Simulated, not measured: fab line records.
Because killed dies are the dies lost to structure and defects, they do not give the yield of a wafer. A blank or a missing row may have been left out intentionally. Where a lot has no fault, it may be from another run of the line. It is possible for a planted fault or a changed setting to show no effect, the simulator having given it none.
Chamber matching | flow n5 finfet | 4 sister chambers for N5_BEOL_M3_ETCH_74 on rie diel-06
The step etches underlayer in N2/H2, target depth 6.5 nm, time 5.2 s. 16 wafers are shown with their chamber, then 8 later ones without.

WAFERS WITH THEIR CHAMBER
wafer  | chamber | showerhead plenum p Torr (Torr) | oes product au (a.u.) | throttle valve pct (%)
L997.2 | 0       | 2.65                            | 0.65                  | 17.86
L997.4 | 2       | 2.57                            | 0.67                  | 17.68
L997.5 | 3       | 2.41                            | 0.58                  | 17.76
L999.1 | 0       | 2.65                            | 0.65                  | 17.86
L999.4 | 2       | 2.57                            | 0.68                  | 17.69
L999.6 | 2       | 2.57                            | 0.67                  | 17.69
L100.4 | 0       | 2.65                            | 0.65                  | 17.89
L100.5 | 2       | 2.57                            | 0.68                  | 17.70
L100.6 | 1       | 2.50                            | 0.82                  | 17.83
L101.1 | 2       | 2.57                            | 0.68                  | 17.72
L101.3 | 0       | 2.65                            | 0.66                  | 17.87
L101.4 | 1       | 2.50                            | 0.80                  | 17.84
L103.1 | 3       | 2.40                            | 0.58                  | 17.79
L103.2 | 0       | 2.65                            | 0.65                  | 17.88
L103.4 | 2       | 2.56                            | 0.67                  | 17.71
L107.1 | 1       | 2.49                            | 0.77                  | 17.88

SIGNATURES (means of the wafers above)
reading                  | chamber 0 | chamber 1 | chamber 2 | chamber 3 | scatter within a chamber
showerhead plenum p Torr | 2.6500    | 2.4967    | 2.5683    | 2.4050    | 0.00408
oes product au           | 0.6520    | 0.7967    | 0.6750    | 0.5800    | 0.0112
throttle valve pct       | 17.8720   | 17.8500   | 17.6983   | 17.7750   | 0.0174
Rule: a wafer's distance from a chamber is the root of the sum, over the readings, of the square of ((its reading less the chamber's mean) divided by the reading's scatter). The wafer belongs to the nearest chamber; if the next one is less than 2 further off, it can't be placed. The scatter: the root of (the sum of the squares of (reading less its chamber's mean) over the shown wafers, divided by (wafers less chambers)).

WAFERS WITH NO CHAMBER GIVEN
wafer  | showerhead plenum p Torr (Torr) | oes product au (a.u.) | throttle valve pct (%)
L107.2 | 2.40                            | 0.57                  | 17.81
L107.6 | 2.49                            | 0.78                  | 17.88
L109.2 | 2.64                            | 0.64                  | 17.92
L109.4 | 2.55                            | 0.67                  | 17.76
L109.6 | 2.64                            | 0.64                  | 17.93
L118.3 | 2.63                            | 0.62                  | 17.91
L118.4 | 2.55                            | 0.66                  | 17.78
L118.6 | 2.55                            | 0.66                  | 17.78

THE CHAMBER EACH PASSED THROUGH
wafer  | from the rows above | in truth
L107.2 | 3                   | 3
L107.6 | 1                   | 1
L109.2 | 0                   | 0
L109.4 | 2                   | 2
L109.6 | 0                   | 0
L118.3 | 0                   | 0
L118.4 | 2                   | 2
L118.6 | 2                   | 2
8 of 8 placed correctly. Not placeable from these rows: 0. 0 placed wrongly.
